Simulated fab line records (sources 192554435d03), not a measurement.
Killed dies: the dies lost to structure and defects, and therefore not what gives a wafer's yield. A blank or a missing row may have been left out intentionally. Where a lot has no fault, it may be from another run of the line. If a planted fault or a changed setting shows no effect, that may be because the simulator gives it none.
Which tool was responsible? + flow n5Finfet + 10 lots with 30 wafers sampled at 5 steps, on a route of 1938 steps

WHAT THE GAUGES SHOWED, per wafer
N5_BEOL_M2_THK_MEAS_01. Usual: M2_ILD_THK gives 79.0 nm (standard deviation 1).
| lot  | measured     | on           | M2_ILD_THK (nm) | flag |
|------|--------------|--------------|-----------------|------|
| L121 | day 7 01:05  | filmMetro-01 | 79.5 79.3 80.2  |      |
| L123 | day 7 01:31  | filmMetro-01 | 79.4 78.8 79.3  |      |
| L127 | day 8 10:59  | filmMetro-02 | 79.2 81.7 80.9  |      |
| L128 | day 8 20:25  | filmMetro-01 | 78.3 79.3 79.7  |      |
| L129 | day 8 20:48  | filmMetro-01 | 76.6 79.2 78.9  |      |
| L130 | day 8 23:22  | filmMetro-02 | 78.6 80.0 78.7  |      |
| L131 | day 9 04:26  | filmMetro-02 | 78.9 79.2 79.8  |      |
| L132 | day 9 13:05  | filmMetro-01 | 79.9 80.0 80.8  |      |
| L141 | day 12 18:42 | filmMetro-02 | 78.8 79.3 79.1  |      |
| L142 | day 12 20:28 | filmMetro-02 | 77.9 79.4 79.8  |      |

N5_BEOL_M2_CD_MEAS_11 targets a cd of 16.79 nm. Usual: cdNm at 16.77 nm, with a standard deviation of 0.23.
| lot  | measured     | on       | cdNm (nm)         | flag |
|------|--------------|----------|-------------------|------|
| L121 | day 7 02:20  | cdSem-02 | 16.65 16.85 16.70 |      |
| L123 | day 7 02:32  | cdSem-02 | 16.77 16.48 16.52 |      |
| L127 | day 8 13:34  | cdSem-03 | 16.67 16.48 16.79 |      |
| L128 | day 9 00:37  | cdSem-03 | 16.86 16.99 17.13 |      |
| L129 | day 9 00:47  | cdSem-01 | 17.03 17.33 16.74 |      |
| L130 | day 9 00:56  | cdSem-02 | 16.68 16.76 16.87 |      |
| L131 | day 9 05:56  | cdSem-03 | 16.67 16.48 16.79 |      |
| L132 | day 9 15:27  | cdSem-02 | 16.83 16.70 16.83 |      |
| L141 | day 12 19:47 | cdSem-03 | 16.48 16.66 16.52 |      |
| L142 | day 12 22:20 | cdSem-02 | 16.83 16.89 16.75 |      |

N5_BEOL_M4_RC_MEAS_101. Usual: DIBL_N 36.6 mV/V, standard deviation 1.3; DIBL_P 36.4 mV/V, standard deviation 1.4; IOFF_N 0.167 nA/um, standard deviation 0.023; IOFF_P 0.219 nA/um, standard deviation 0.029; ION_N 678 uA/um, standard deviation 8.7; ION_P 464 uA/um, standard deviation 6.4; SS_N 71.5 mV/dec, standard deviation 0.53; SS_P 73.4 mV/dec, standard deviation 0.57; VT_N 248.5 mV, standard deviation 2.8; VT_P -249 mV, standard deviation 3.1.
| lot  | measured     | on        | DIBL_N (mV/V)  | DIBL_P (mV/V)  | IOFF_N (nA/um)    | IOFF_P (nA/um)    | ION_N (uA/um) | ION_P (uA/um) | SS_N (mV/dec)  | SS_P (mV/dec)  | VT_N (mV)         | VT_P (mV)      | flag |
|------|--------------|-----------|----------------|----------------|-------------------|-------------------|---------------|---------------|----------------|----------------|-------------------|----------------|------|
| L121 | day 9 06:21  | prober-01 | 39.7 37.9 37.8 | 38.0 35.7 35.3 | 0.211 0.180 0.174 | 0.267 0.226 0.220 | 692 686 674   | 469 469 463   | 72.4 71.0 71.6 | 74.2 73.1 72.9 | 244.7 245.5 247.3 | -246 -248 -249 |      |
| L123 | day 9 01:15  | prober-02 | 35.6 37.3 36.9 | 34.5 36.0 36.0 | 0.152 0.181 0.180 | 0.219 0.244 0.244 | 676 685 679   | 470 472 468   | 71.3 71.9 71.7 | 73.5 73.3 73.9 | 247.8 246.9 249.0 | -246 -247 -245 |      |
| L127 | day 10 17:10 | prober-01 | 36.8 36.2 35.3 | 37.2 36.7 35.4 | 0.144 0.149 0.128 | 0.192 0.185 0.163 | 676 678 675   | 460 460 452   | 71.5 71.3 71.1 | 73.0 73.2 72.7 | 251.5 251.0 253.6 | -252 -256 -255 |      |
| L128 | day 11 14:48 | prober-02 | 35.0 37.0 37.8 | 34.1 36.9 37.1 | 0.133 0.166 0.169 | 0.192 0.239 0.238 | 666 681 669   | 462 471 459   | 70.6 71.8 71.9 | 72.9 73.5 73.4 | 252.4 247.1 250.5 | -249 -247 -246 |      |
| L129 | day 13 12:19 | prober-01 | 35.0 37.5 36.5 | 35.7 38.7 37.6 | 0.166 0.216 0.195 | 0.218 0.273 0.262 | 672 671 671   | 460 466 469   | 71.2 71.8 71.5 | 72.8 73.4 74.1 | 247.8 248.1 247.5 | -251 -248 -249 |      |
| L130 | day 12 19:20 | prober-01 | 34.9 36.6 34.6 | 34.7 36.5 34.2 | 0.144 0.170 0.131 | 0.182 0.208 0.178 | 674 669 665   | 460 458 461   | 71.2 71.6 70.7 | 72.9 73.3 72.7 | 250.8 247.6 249.1 | -253 -249 -251 |      |
| L131 | day 11 14:51 | prober-01 | 34.9 34.1 34.5 | 36.0 34.6 35.8 | 0.157 0.154 0.158 | 0.243 0.216 0.238 | 675 678 681   | 467 468 472   | 71.3 71.1 71.1 | 73.4 72.9 73.4 | 252.5 248.4 249.7 | -242 -246 -247 |      |
| L132 | day 13 02:11 | prober-02 | 35.6 36.8 35.9 | 34.4 36.1 35.5 | 0.148 0.175 0.152 | 0.192 0.229 0.214 | 673 687 671   | 458 468 464   | 70.7 71.4 71.7 | 73.2 73.6 73.0 | 250.9 248.2 248.8 | -250 -248 -248 |      |
| L141 | day 15 15:37 | prober-01 | 37.1 37.7 36.9 | 39.1 38.4 38.3 | 0.171 0.176 0.168 | 0.247 0.233 0.222 | 674 675 678   | 463 465 466   | 72.1 72.4 71.7 | 73.3 73.7 73.8 | 249.8 250.0 252.3 | -248 -248 -251 |      |
| L142 | day 15 22:28 | prober-01 | 38.3 37.2 37.2 | 39.0 36.4 36.5 | 0.231 0.193 0.188 | 0.281 0.235 0.234 | 704 689 690   | 477 468 468   | 71.8 71.3 71.6 | 74.7 74.4 73.3 | 242.5 245.3 245.2 | -245 -249 -250 |      |

WHAT TOOL EACH LOT RAN ON (gives the tool, then ch and the chambers of the sampled wafers, and finally the start)
| lot  | N5_BEOL_M2_PECVD_72            | N5_BEOL_M2_ETCH_64                |
|------|--------------------------------|-----------------------------------|
| L121 | pecvd-03 ch 0,1,2, day 7 01:07 | rieDiel-04 ch 0,2, day 7 02:59    |
| L123 | pecvd-04 ch 0,1, day 7 01:33   | rieDiel-01 ch 0,1,2, day 7 03:04  |
| L127 | pecvd-04 ch 1,2, day 8 11:01   | rieDiel-01 ch 0,1,3, day 8 13:46  |
| L128 | pecvd-02 ch 1,2, day 8 20:27   | rieDiel-04 ch 0,2,3, day 9 00:49  |
| L129 | pecvd-03 ch 1,2, day 8 20:50   | rieDiel-04 ch 0,3, day 9 01:03    |
| L130 | pecvd-02 ch 0,1, day 8 23:25   | rieDiel-01 ch 0,2, day 9 01:10    |
| L131 | pecvd-02 ch 0,2, day 9 04:28   | rieDiel-01 ch 0,1,2, day 9 06:08  |
| L132 | pecvd-04 ch 0,1, day 9 13:07   | rieDiel-01 ch 0,3, day 9 15:39    |
| L141 | pecvd-02 ch 0,1, day 12 18:45  | rieDiel-01 ch 0,2,3, day 12 20:12 |
| L142 | pecvd-04 ch 1,2, day 12 20:31  | rieDiel-04 ch 2,3, day 12 22:32   |
- N5_BEOL_M2_PECVD_72: deposits SiO2 from TEOS/O2, target thk 16 nm, time 18 s.
- N5_BEOL_M2_ETCH_64: etches SOC in N2/H2, target depth 75 nm, overetch 22.5 nm, time 121.9 s.

AS READ BY THE TOOLS THEMSELVES (means over the sampled wafers that have a number; for cases with no such wafer, the mark the record gives instead)
N5_BEOL_M2_PECVD_72. Usual: heaterPowerW 678 W, standard deviation 72; showerheadPlenumPTorr 8.76 Torr, standard deviation 0.072; throttleValvePct 22.6 %, standard deviation 1.3.
| lot  | tool     | heaterPowerW (W) | showerheadPlenumPTorr (Torr) | throttleValvePct (%) | flag |
|------|----------|------------------|------------------------------|----------------------|------|
| L121 | pecvd-03 | 664              | 8.69                         | 22.2                 |      |
| L123 | pecvd-04 | 684              | 8.79                         | 22.4                 |      |
| L127 | pecvd-04 | 683              | 8.76                         | 21.4                 |      |
| L128 | pecvd-02 | 727              | 8.85                         | 22.3                 |      |
| L129 | pecvd-03 | 665              | 8.69                         | 22.3                 |      |
| L130 | pecvd-02 | 645              | 8.75                         | 23.9                 |      |
| L131 | pecvd-02 | 813              | 8.78                         | 22.0                 |      |
| L132 | pecvd-04 | 657              | 8.80                         | 22.5                 |      |
| L141 | pecvd-02 | 722              | 8.75                         | 23.8                 |      |
| L142 | pecvd-04 | 659              | 8.76                         | 21.5                 |      |

N5_BEOL_M2_ETCH_64. Usual: biasW 150.0 W, standard deviation 0.44; drypumpMotorCurrentA 5.7 A, standard deviation 0.51; oesProductAu 0.61 a.u., standard deviation 0.069; rfVppV 524.0 V, standard deviation 1.6; showerheadPlenumPTorr 2.55 Torr, standard deviation 0.049; throttleValvePct 17.88 %, standard deviation 0.25.
| lot  | tool       | biasW (W) | drypumpMotorCurrentA (A) | oesProductAu (a.u.) | rfVppV (V) | showerheadPlenumPTorr (Torr) | throttleValvePct (%) | flag |
|------|------------|-----------|--------------------------|---------------------|------------|------------------------------|----------------------|------|
| L121 | rieDiel-04 | 149.6     | 6.0                      | 0.53                | 524.5      | 2.58                         | 18.01                |      |
| L123 | rieDiel-01 | 149.7     | 5.7                      | 0.59                | 524.7      | 2.54                         | 17.81                |      |
| L127 | rieDiel-01 | 149.7     | 5.8                      | 0.60                | 523.1      | 2.53                         | 17.97                |      |
| L128 | rieDiel-04 | 150.0     | 5.7                      | 0.65                | 524.8      | 2.58                         | 17.82                |      |
| L129 | rieDiel-04 | 149.9     | 6.0                      | 0.71                | 525.4      | 2.61                         | 17.60                |      |
| L130 | rieDiel-01 | 150.1     | 6.0                      | 0.61                | 522.5      | 2.52                         | 17.72                |      |
| L131 | rieDiel-01 | 149.9     | 5.7                      | 0.58                | 523.7      | 2.54                         | 17.84                |      |
| L132 | rieDiel-01 | 150.4     | 6.1                      | 0.62                | 522.4      | 2.51                         | 17.88                |      |
| L141 | rieDiel-01 | 164.1     | 5.6                      | 0.62                | 552.2      | 2.54                         | 17.77                | OFF  |
| L142 | rieDiel-04 | 150.3     | 5.5                      | 0.57                | 523.5      | 2.54                         | 18.07                |      |

THE ANSWER, worked out from the rows above alone
Rule: lot off if the mean of its wafers having a number is beyond 3 standard deviations from the usual mean. Also off: a lot with no number at a reading for which 4 or more lots have one. All remaining lots with rows at the step are treated as sound. First the gauges in route order, then the tools' own readings, where a lot's mean is used as printed above. At the first step where some lot is off, the reading lying furthest off is the one used; lots without a number count as furthest.
Off, at N5_BEOL_M2_ETCH_64 on biasW: L141.
If a tool, at that step or one of the process steps before it, ran each lot that is off and ran no sound lot following the first of them, it fits. Can't be told from this: 2 tools fit, pecvd-02 at N5_BEOL_M2_PECVD_72, rieDiel-01 at N5_BEOL_M2_ETCH_64.

WHAT THE SIMULATOR HAD INSERTED
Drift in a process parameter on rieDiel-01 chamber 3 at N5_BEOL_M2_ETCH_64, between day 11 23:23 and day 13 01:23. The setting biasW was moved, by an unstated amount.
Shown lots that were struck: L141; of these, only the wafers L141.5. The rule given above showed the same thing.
